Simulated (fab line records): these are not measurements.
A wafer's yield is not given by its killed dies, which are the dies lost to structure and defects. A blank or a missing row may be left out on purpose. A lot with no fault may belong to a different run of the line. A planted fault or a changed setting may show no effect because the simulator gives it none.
Comparing a struck lot with a sound one	flow n5-finfet	15 steps out of a route of 1938
Sound: the wafers L366.1, L366.3, L366.4. Struck: wafer L371.2. (L371.1 of the same lot was not struck and is left out.) The cause comes at the end.
Each step with rows lists, per side, the tool, then ch with its chambers, then its first start. Under that, the readings that differ: sound wafers	struck wafers	difference of the means	sigmas: that difference in standard deviations of wafers without a fault.
alike: readings whose means differ by less than 2 such deviations, and words and numbers that are the same on both sides. not compared: withheld readings, readings that some wafer has no value for, bounds like >300 that may hide the same value, and numbers for which the record gives no deviation and whose values overlap.
The two part at a step that has a row with sigmas, a row that says differs or no value, or rows on one side only. Numbers that don't overlap but have no deviation are shown without sigmas and don't part them. A reading that every wafer of one side lacks parts them only if that side has two wafers or more.

first, 3 steps without rows for these wafers: N5_PMOS_HMC_CHANNEL_EPI_EXPOSE_06 (exposes mask PMOS HMC BLK, target cd 240 nm); N5_PMOS_HMC_CHANNEL_EPI_PEB_07 (peb time 60 s); N5_PMOS_HMC_CHANNEL_EPI_DEVELOP_08 (develop time 30 s).
N5_PMOS_HMC_CHANNEL_EPI_CD_MEAS_09 targets a cd of 237.4 nm.
  sound on cd-sem-02 ch 0, day 2 17:45; struck on cd-sem-03 ch 0, day 3 22:56
  alike: cd-nm
N5_PMOS_HMC_CHANNEL_EPI_OVL_MEAS_10:
  sound on overlay-01 ch 0, day 2 17:47; struck on overlay-02 ch 0, day 3 22:58
  alike: PMOS_HMC_BLK_OVL
N5_PMOS_HMC_CHANNEL_EPI_INSPECT_11: inspects for defects (macro).
  sound on defect-inspect-02, day 2 17:48; struck on defect-inspect-02, day 3 22:59
  alike: raw-defect-count
N5_PMOS_HMC_CHANNEL_EPI_DESCUM_14: chemistry O2, time 7.9 s.
  sound on rie-diel-06 ch 0,2,3, day 2 17:50; struck on rie-diel-01 ch 0, day 3 23:08
reading	sound	struck	difference	sigmas
drypump-motor-current-A (A)	5.85 5.23 5.56	6.11	+0.56	+2
oes-product-au (a.u.)	0.77 0.91 0.75	0.67	-0.14	-2
rf-hours-counter-h (h)	126 27 148	233	+133	
throttle-valve-pct (%)	20.22 20.33 20.53	20.87	+0.51	+2
  alike: o2-flow-sccm, rf-fwd-power-W, rf-vpp-V, showerhead-plenum-p-Torr
N5_PMOS_HMC_CHANNEL_EPI_ETCH_32: etches BARC in N2/H2, stops on SiO2, target depth 85.8 nm, time 50.3 s.
  sound on rie-diel-06 ch 0,2,3, day 2 17:52; struck on rie-diel-01 ch 0, day 3 23:10
reading	sound	struck	difference	sigmas
drypump-motor-current-A (A)	5.87 5.29 5.56	6.15	+0.58	+2
rf-hours-counter-h (h)	126 27 148	233	+133	
throttle-valve-pct (%)	17.93 17.91 17.93	18.38	+0.46	+2
  alike: oes-product-au, rf-fwd-power-W, rf-vpp-V, showerhead-plenum-p-Torr
N5_PMOS_HMC_CHANNEL_EPI_HM_OPEN_15: chemistry CHF3/O2, target SiO2, target depth 40.6 nm, time 20.3 s.
  sound on rie-diel-06 ch 0,2,3, day 2 17:55; struck on rie-diel-01 ch 0, day 3 23:13
reading	sound	struck	difference	sigmas
rf-fwd-power-W (W)	642.5 643.6 644.9	648.4	+4.7	+2
rf-hours-counter-h (h)	126 27 148	233	+133	
  alike: drypump-motor-current-A, oes-product-au, rf-vpp-V, showerhead-plenum-p-Torr, throttle-valve-pct
N5_PMOS_HMC_CHANNEL_EPI_STRIP_33: strips in N2/H2.
  sound on rie-diel-06 ch 0,2,3, day 2 17:58; struck on rie-diel-01 ch 0, day 3 23:16
reading	sound	struck	difference	sigmas
oes-product-au (a.u.)	0.78 0.91 0.73	0.66	-0.15	-2
rf-hours-counter-h (h)	126 27 148	233	+133	
throttle-valve-pct (%)	19.1 19.2 18.8	19.9	+0.9	+2
  alike: drypump-motor-current-A, rf-vpp-V, showerhead-plenum-p-Torr
then, 1 step without rows for these wafers: N5_PMOS_HMC_CHANNEL_EPI_STRIP_17 (strips in SPM, time 750 s).
N5_PMOS_HMC_CHANNEL_EPI_ETCH_38: etches SiO2 in CF4, target depth 1.5 nm.
  sound on rie-si-05 ch 1,2,3, day 2 18:29; struck on rie-si-05 ch 0, day 3 23:46
reading	sound	struck	difference	sigmas
rf-hours-counter-h (h)	66 70 32	101	+45	
  alike: drypump-motor-current-A, oes-product-au, rf-fwd-power-W, throttle-valve-pct
N5_PMOS_HMC_CHANNEL_EPI_FIN_RECESS_16: chemistry HBr/Cl2, target Si, target depth 54 nm, time 18 s.
  sound on rie-si-05 ch 1,2,3, day 2 18:31; struck on rie-si-05 ch 0, day 3 23:47
reading	sound	struck	difference	sigmas
rf-hours-counter-h (h)	66 70 32	101	+45	
model.PMOS_HMC_CHANNEL_EPI.feature-depth-nm (nm)	54.39 53.87 54.28	55.29	+1.11	
model.etch.depth-nm (nm)	54.39 53.87 54.28	55.29	+1.11	
  alike: drypump-motor-current-A, oes-product-au, rf-fwd-power-W, throttle-valve-pct
then, 1 step without rows for these wafers: N5_PMOS_HMC_CHANNEL_EPI_PRECLEAN_36 (cleans in O3/DIW, time 45 s).
-- record jumps: 7 days separate the struck wafers' starts on either side; left off in module PMOS_HMC_CHANNEL_EPI, taken up again in module BEOL_M4, whose first shown step is the route's number 1111 --
N5_BEOL_M4_RC_MEAS_101:
  sound on prober-01 ch 0, day 9 07:37; struck on prober-01 ch 0, day 10 14:59
  alike: DIBL_N, DIBL_P, IOFF_N, IOFF_P, ION_N, ION_P, SS_N, SS_P, VT_N, VT_P

## WHERE THEY PART
At N5_PMOS_HMC_CHANNEL_EPI_DESCUM_14 first; at N5_PMOS_HMC_CHANNEL_EPI_STRIP_33 last (within this record only). Later steps at which nothing parts them and some readings are alike: N5_PMOS_HMC_CHANNEL_EPI_ETCH_38, N5_PMOS_HMC_CHANNEL_EPI_FIN_RECESS_16, N5_BEOL_M4_RC_MEAS_101.

WHY: what the simulator had put in
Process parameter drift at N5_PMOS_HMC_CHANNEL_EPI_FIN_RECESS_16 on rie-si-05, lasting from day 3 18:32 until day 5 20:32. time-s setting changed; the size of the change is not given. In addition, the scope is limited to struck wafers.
